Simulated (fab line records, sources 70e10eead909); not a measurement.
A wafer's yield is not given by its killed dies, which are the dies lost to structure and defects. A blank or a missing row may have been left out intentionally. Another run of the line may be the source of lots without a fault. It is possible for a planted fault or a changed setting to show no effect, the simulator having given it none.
Which tool is to blame? -- flow nand harc -- Sampling: 12 lots, 36 wafers, 2 of 1159 route steps

== WHAT THE GAUGES SHOWED, per wafer ==
NHARC_P_CONTACT_OVL_MEAS_13.
lot,measured,on,overlay x nm (nm)
L074,day 5 13:13,overlay-02,0.6 0.4 0.6
L076,day 6 03:05,overlay-01,-0.7 -0.3 -0.8
L079,day 7 04:01,overlay-02,1.9 0.8 1.5
L082,day 7 17:08,overlay-02,-1.1 -1.5 -0.9
L083,day 7 22:27,overlay-01,1.3 1.8 1.3
L085,day 8 20:51,overlay-01,-0.3 0.5 -0.2
L087,day 8 22:55,overlay-02,1.1 1.3 1.8
L089,day 9 12:56,overlay-02,-1.4 -1.3 -1.1
L091,day 9 18:42,overlay-01,-0.2 -0.5 0.0
L093,day 10 04:28,overlay-02,1.3 1.2 1.2
L094,day 10 18:08,overlay-01,-1.3 -1.1 -2.1
L096,day 11 08:48,overlay-01,0.1 0.1 0.2

== WHAT TOOL EACH LOT RAN ON (gives the tool, then ch and the chambers of the sampled wafers, and finally the start) ==
lot,NHARC_P_GATE_RTA_64
L074,"rtp anneal-01 ch 0, day 5 10:22"
L076,"rtp anneal-02 ch 0, day 6 00:10"
L079,"rtp anneal-02 ch 0, day 7 00:59"
L082,"rtp anneal-01 ch 0, day 7 13:53"
L083,"rtp anneal-02 ch 0, day 7 19:05"
L085,"rtp anneal-01 ch 0, day 8 17:37"
L087,"rtp anneal-01 ch 0, day 8 19:44"
L089,"rtp anneal-01 ch 0, day 9 10:00"
L091,"rtp anneal-02 ch 0, day 9 15:48"
L093,"rtp anneal-02 ch 0, day 10 01:16"
L094,"rtp anneal-01 ch 0, day 10 15:23"
L096,"rtp anneal-01 ch 0, day 11 05:37"
- NHARC_P_GATE_RTA_64: time 1 s.

== THE ANSWER, worked out from the rows above alone ==
Rule: what is usual is taken from the lots themselves. The widest of any qualifying gaps counts: lots, ordered by their means at a reading, are off when they make up no more than a third of the lots, leave a main group of 4 or more, and stand apart from it by 3 or more times the standard deviation of that group's means. If all means in a main group match to the digits the tables above print for the reading, that group is not used. A lot without any number at a reading at which 4 lots or more have one is off too. All remaining lots with rows at the step are treated as sound.
None of the lots is off at any reading shown; this tells nothing.

== WHAT HAD BEEN PUT IN BY THE SIMULATOR ==
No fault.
